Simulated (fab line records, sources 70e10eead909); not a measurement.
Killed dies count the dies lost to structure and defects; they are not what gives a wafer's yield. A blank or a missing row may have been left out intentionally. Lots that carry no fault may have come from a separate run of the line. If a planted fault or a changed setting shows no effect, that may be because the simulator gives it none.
One fault seen from 3 desks | flow nandHarc | each desk holds nothing but its own numbers, with what lay behind them at the end

THE METROLOGY DESK
Means of the sampled wafers that have a number, per lot and without regard to the tool the lot ran on: this is what the gauges read. Marked OUT: a lot whose mean sits more than 4 standard deviations from the usual mean, which makes it out of limits; the brackets give that distance.
Columns: A = overlayXNm at NHARC_A_M1_OVL_MEAS_10, usual -0.1 nm; B = overlayYNm at NHARC_A_M1_OVL_MEAS_10, usual 0.0 nm; C = thkNm at NHARC_A_BONDPAD_THK_MEAS_30, usual 200.2 nm; D = cdNm at NHARC_A_BONDPAD_CD_MEAS_09, usual 500.0 nm
lot  | first seen here | A    | B    | C               | D
L406 | day 23 02:17    | -0.3 | -0.7 | 199.3           | 498.9
L407 | day 23 04:16    | 1.4  | 0.1  | 199.4           | 499.0
L408 | day 23 08:53    | -1.5 | 0.1  | 199.1           | 501.6
L409 | day 23 22:09    | 0.6  | -1.6 | 203.3           | 499.9
L410 | day 24 09:23    | -0.6 | 0.1  | 201.9           | 503.3
L422 | day 28 20:37    | 0.2  | 1.2  | 248.6 (+32) OUT | 499.7
L420 | day 28 22:22    | -0.6 | 1.3  | 248.0 (+32) OUT | 500.1
L423 | day 30 08:49    | 0.3  | 1.1  | 199.7           | 499.2
L424 | day 30 12:41    | 1.6  | 1.9  | 198.7           | 500.6
L425 | day 31 00:31    | -0.8 | -1.0 | 200.2           | 498.6
L426 | day 31 04:30    | -0.4 | -0.3 | 199.9           | 501.8
L427 | day 31 16:22    | 1.7  | -0.1 | 201.2           | 502.0
L428 | day 31 20:58    | 0.2  | 0.3  | 200.7           | 498.7
L429 | day 32 19:58    | -0.6 | 0.4  | 201.4           | 498.0
This desk's verdict: out of limits on L420, L422, starting with L422 at day 29 00:38 (thkNm at NHARC_A_BONDPAD_THK_MEAS_30). In limits: L406, L407, L408, L409, L410, L423, L424, L425, L426, L427, L428, L429.

DESK OF THE TOOL OWNER: cmp-04
The tool's own readings at NHARC_A_BONDPAD_CMP_29 (polishes SiCN, target thk 200 nm): means of the sampled wafers that have a number, for each lot that ran on this tool. Marked OUT: a lot whose mean sits more than 4 standard deviations from the usual mean, which makes it out of limits; the brackets give that distance.
Columns: A = edgeZonePressureFrac at NHARC_A_BONDPAD_CMP_29, usual 0.999; B = motorCurrentA at NHARC_A_BONDPAD_CMP_29, usual 11.8 A
lot  | first seen here | A     | B
L406 | day 23 06:06    | 0.997 | 12.0
L425 | day 31 04:20    | 0.999 | 12.0
L426 | day 31 08:21    | 0.995 | 12.3
L427 | day 31 20:20    | 1.002 | 11.0
L428 | day 32 00:45    | 0.996 | 10.9
Result from this desk: across the 5 lots, nothing is out of limits.

THE DEFECT DESK
For each lot, the counts of the inspections along the route, averaged over the sampled wafers that have a number. Marked OUT: a lot whose mean sits more than 4 standard deviations from the usual mean, which makes it out of limits; the brackets give that distance.
Columns: A = rawDefectCount at NHARC_A_M0_INSPECT_27, usual 536
lot  | first seen here | A
L406 | day 23 00:56    | 601
L407 | day 23 02:49    | 491
L408 | day 23 07:25    | 524
L409 | day 23 20:22    | 474
L410 | day 24 08:01    | 461
L422 | day 28 19:07    | 722
L420 | day 28 20:59    | 356
L423 | day 30 07:19    | 497
L424 | day 30 11:20    | 575
L425 | day 30 23:01    | 749
L426 | day 31 03:02    | 790
L427 | day 31 14:53    | 403
L428 | day 31 19:29    | 560
L429 | day 32 18:12    | 498
Result from this desk: across the 14 lots, nothing is out of limits.

ALL TOGETHER
The metrology desk could have raised an alarm at day 29 00:38, on L420, L422.
The tool owner's desk saw nothing out of limits.
No out-of-limits result turned up at the defect desk.
The tool owner's desk has no number on record for L420, L422.
The defect desk has L420, L422 on record, within its limits.
The lots listed all ran NHARC_A_BONDPAD_CMP_29 on cmp-04.

WHAT THE SIMULATOR PUT IN
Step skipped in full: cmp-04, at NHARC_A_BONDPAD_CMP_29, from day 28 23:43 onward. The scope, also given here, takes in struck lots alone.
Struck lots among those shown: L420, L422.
Per desk, hours elapsed from the start of the fault to the first reading out of limits: for the metrology desk, 1.
